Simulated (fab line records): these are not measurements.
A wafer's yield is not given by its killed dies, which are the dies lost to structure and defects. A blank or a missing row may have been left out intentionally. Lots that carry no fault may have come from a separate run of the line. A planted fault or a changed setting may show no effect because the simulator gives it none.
Split-lot study | flow n5-finfet | 7 lots, 21 wafers read, on a route of 1938 steps

SPLIT DETAILS
At N5_GATE_CUT_HM_DEP_46 (deposits SiO2 from TEOS/O2, target thk 130 nm, time 26.6 s), the setting time-s was moved away from the recipe's 26.6 s on 6 of the 21 wafers read, by -5.1% to +14.0%. This setting was run at the recipe's value on the other wafers.

FROM THE SPLIT TO THE READING: what the file shows between them, 7 steps
- N5_GATE_CUT_COAT_34: time 60 s, resist thk 60 nm
- N5_GATE_CUT_COAT_35: time 60 s, resist thk 10 nm
- N5_GATE_CUT_STRIP_38: strips in N2/H2
- N5_GATE_CUT_STRIP_39: strips in N2/H2
- N5_GATE_CUT_HM_OPEN_40: chemistry C4F6/O2, target SiO2, target depth 139 nm, time 85.1 s
- N5_GATE_CUT_ALD_22: deposits SiNx, target thk 16 nm, pulse time 1 s, ald cycles 320 (also split here: ald-cycles)
- N5_GATE_CUT_CMP_23: polishes, stops on SiO2, t overpolish 23.4 s, target thk 16 nm (also split here: platen-rpm)

THE READING
GC_FILL_THK, in nm, at N5_GATE_CUT_THK_MEAS_24. Fault-free wafers of this fab line usually give 220.5 nm, standard deviation 2.9 nm.

wafer  | tool, chamber at the split | time-s as run, s | against the recipe | GC_FILL_THK, nm | against lot-mates on the recipe
L075.1 | pecvd-03, 1                | 26.6             | recipe             | 215.9           | -
L075.2 | pecvd-03, 0                | 26.6             | recipe             | 222.6           | -
L075.4 | pecvd-03, 2                | 26.6             | recipe             | 219.1           | -
L081.2 | pecvd-03, 0                | 26.6             | recipe             | 221.7           | -
L081.4 | pecvd-03, 2                | 26.6             | recipe             | 219.6           | -
L081.6 | pecvd-03, 0                | 26.6             | recipe             | 226.2           | -
L084.1 | pecvd-01, 1                | 26.6             | recipe             | 219.4           | -
L084.5 | pecvd-01, 2                | 28.6             | +7.5%              | 230.1           | +10.7
L084.6 | pecvd-01, 0                | 28.6             | +7.5%              | 229.8           | +10.4
L086.1 | pecvd-01, 2                | 26.6             | recipe             | 218.2           | -
L086.4 | pecvd-01, 2                | 26.6             | recipe             | 219.2           | -
L086.5 | pecvd-01, 1                | 26.6             | recipe             | 218.9           | -
L090.1 | pecvd-03, 2                | 26.6             | recipe             | 219.9           | -
L090.2 | pecvd-03, 1                | 26.6             | recipe             | 217.6           | -
L090.4 | pecvd-03, 0                | 26.6             | recipe             | 225.2           | -
L095.1 | pecvd-03, 0                | 30.33            | +14.0%             | 240.4           | +19.4
L095.2 | pecvd-03, 1                | 26.6             | recipe             | 221.0           | -
L095.3 | pecvd-03, 0                | 30.33            | +14.0%             | 244.5           | +23.5
L096.1 | pecvd-01, 1                | 25.24            | -5.1%              | 211.0           | -8.1
L096.2 | pecvd-01, 0                | 25.24            | -5.1%              | 207.8           | -11.3
L096.6 | pecvd-01, 0                | 26.6             | recipe             | 219.1           | -

THE FIT
A straight line over all 21 wafers: GC_FILL_THK changes by +1.6 nm for each +1% of time-s; r = +0.95; the points scatter about the line by 2.7 nm.
The same after taking each lot's own level away (the mean of its wafers on the recipe; 21 wafers): +1.56 nm for each +1%; r = +0.96; scatter 2.3 nm.
The reading moves by 22 nm for the largest change in time-s, on that fit.
From 218.77 to 222.50 nm: that is the span of the lots' own levels, equal to 1.3 times the standard deviation above.
So the lot-to-lot level changes the slope little: the two slopes agree.
Check: for one of the wafers moved furthest among these (+14.0%), held out of the fit, the line's prediction against its lot-mates is +22.7 nm. It came out at +19.4 nm against them.

OTHER SPLITS APPLIED TO THESE WAFERS
These wafers also went through other splits before the reading. Each is held against what the fit with the lots' levels taken away leaves over:
other split on the same wafers | wafers away from the commonest value | r with GC_FILL_THK (lot level and that fit taken away)
N5_GATE_CUT_ALD_22 ald-cycles  | 6                                    | -0.10
N5_GATE_CUT_CMP_23 platen-rpm  | 7                                    | -0.22

THE WHOLE CHAIN: every reading that the file lists as answering this split, in the file's order
step                    | what it does                                                     | reading                                                                            | change (the file's fit)                | r (the file's)
N5_GATE_CUT_HM_DEP_46   | deposits SiO2 from TEOS/O2, target thk 130 nm, time 26.6 s       | SiO2_of_GATE_CUT_HM_DEP_46.thk-nm (the simulator's own value, which no gauge read) | +1.51 nm for each +1% of the setting   | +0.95
N5_GATE_CUT_HM_OPEN_40  | chemistry C4F6/O2, target SiO2, target depth 139 nm, time 85.1 s | etch-rf-on-time-s                                                                  | withheld for each +1% of the setting   | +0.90
N5_GATE_CUT_HM_OPEN_40  | chemistry C4F6/O2, target SiO2, target depth 139 nm, time 85.1 s | etch.depth-nm (the simulator's own value, which no gauge read)                     | +1.5 nm for each +1% of the setting    | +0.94
N5_GATE_CUT_HM_OPEN_40  | chemistry C4F6/O2, target SiO2, target depth 139 nm, time 85.1 s | SOC_of_GATE_CUT_COAT_34.thk-nm (the simulator's own value, which no gauge read)    | -0.359 nm for each +1% of the setting  | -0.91
N5_GATE_CUT_THK_MEAS_24 |                                                                  | GC_FILL_THK                                                                        | +1.54 for each +1% of the setting      | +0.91
N5_GATE_CUT_CMP_43      | polishes SiO2                                                    | SiO2_of_GATE_CUT_HM_DEP_46.thk-nm (the simulator's own value, which no gauge read) | +0.0733 nm for each +1% of the setting | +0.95

THE FILE'S OWN FIT
GC_FILL_THK changes by +1.54 nm for each +1% of time-s, r = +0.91.
